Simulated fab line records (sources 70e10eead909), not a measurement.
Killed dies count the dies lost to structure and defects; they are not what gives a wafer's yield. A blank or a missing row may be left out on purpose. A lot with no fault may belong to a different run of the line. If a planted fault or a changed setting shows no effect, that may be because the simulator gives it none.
Struck lot and sound lot, side by side | flow nandHarc | 13 steps out of a route of 1302
Sound: wafers L692.1, L692.5, L692.6. Struck: wafer L709.5 (L709.1, L709.3, from the same lot, were not struck and are left out); the cause is given at the end.
Each step with rows lists, per side, the tool, then ch with its chambers, then its first start. Under that, the readings that differ: sound wafers | struck wafers | difference of the means | sigmas: that difference in standard deviations of wafers without a fault.
alike: words and numbers the same on both sides, and readings whose means are apart by under 2 such deviations; not compared: readings that were withheld, readings missing a value for some wafer, numbers with overlapping values and no deviation given by the record, and bounds like >300 which may hide the same value.
A row with sigmas, a row that says differs or no value, or rows on one side alone: a step with any of these is where the two part. When numbers do not overlap yet have no deviation, they are printed without sigmas and do not part them. A reading that every wafer of one side lacks parts them only if that side has two wafers or more.

first, 6 steps without rows for these wafers: NHARC_A_DECK1_JOINT_CVD_34 (deposits SiNx, target thk 20 nm); NHARC_A_DECK1_JOINT_DEP_06 (deposits SiOx, target thk 80 nm); NHARC_A_DECK1_JOINT_CURE_26 (time 32 s); NHARC_A_DECK1_JOINT_ANNEAL_27 (time 3600 s); NHARC_A_DECK1_JOINT_ANNEAL_28 (time 1800 s); NHARC_A_DECK1_JOINT_ANNEAL_29 (time 1800 s).
NHARC_A_DECK1_JOINT_CMP_02: polishes SiOx.
  sound on cmp-03 ch 1,2,3, day 12 15:11; struck on cmp-04 ch 0, day 20 02:14
  alike: edgeZonePressureFrac, motorCurrentA
then, 1 step without rows for these wafers: NHARC_A_DECK1_JOINT_SRD_15.
NHARC_A_DECK1_JOINT_DEP_16: deposits SiO2, target thk 45 nm.
  sound on pecvd-01 ch 0,1,2, day 12 15:35; struck on pecvd-01 ch 2, day 20 02:38
  alike: heaterPowerW, showerheadVppV, throttleValvePct
  not compared: sinceWetCleanH
NHARC_A_DECK1_JOINT_THK_MEAS_17: measures by ellipsometry.
  struck on filmMetro-02, day 20 02:55; sound on filmMetro-01, day 12 15:50
reading    | sound          | struck | difference | sigmas
thkNm (nm) | 46.4 46.2 46.2 | 43.3   | -3.0       | -3
NHARC_A_DECK1_JOINT_INSPECT_05:
  struck on defectInspect-02, day 20 02:56; sound on defectInspect-01, day 12 15:52
reading        | sound       | struck | difference | sigmas
rawDefectCount | 313 169 226 | 624    | +388       | +4
NHARC_A_ONON_D2_DEP_00: target thk 1000 nm.
  sound on pecvdOnon-02 ch 0, day 12 15:56; struck on pecvdOnon-02 ch 0, day 20 03:05
NHARC_A_ONON_D2_THK_MEAS_02: measures by ellipsometry.
  struck on filmMetro-02, day 20 03:47; sound on filmMetro-01, day 12 16:27
reading    | sound       | struck | difference | sigmas
thkNm (nm) | 995 994 995 | 1074   | +79        | +8
  not compared: hold

## WHERE THEY PART
First at NHARC_A_DECK1_JOINT_THK_MEAS_17; last, within this record, at NHARC_A_ONON_D2_THK_MEAS_02.

WHY: what the simulator had put in
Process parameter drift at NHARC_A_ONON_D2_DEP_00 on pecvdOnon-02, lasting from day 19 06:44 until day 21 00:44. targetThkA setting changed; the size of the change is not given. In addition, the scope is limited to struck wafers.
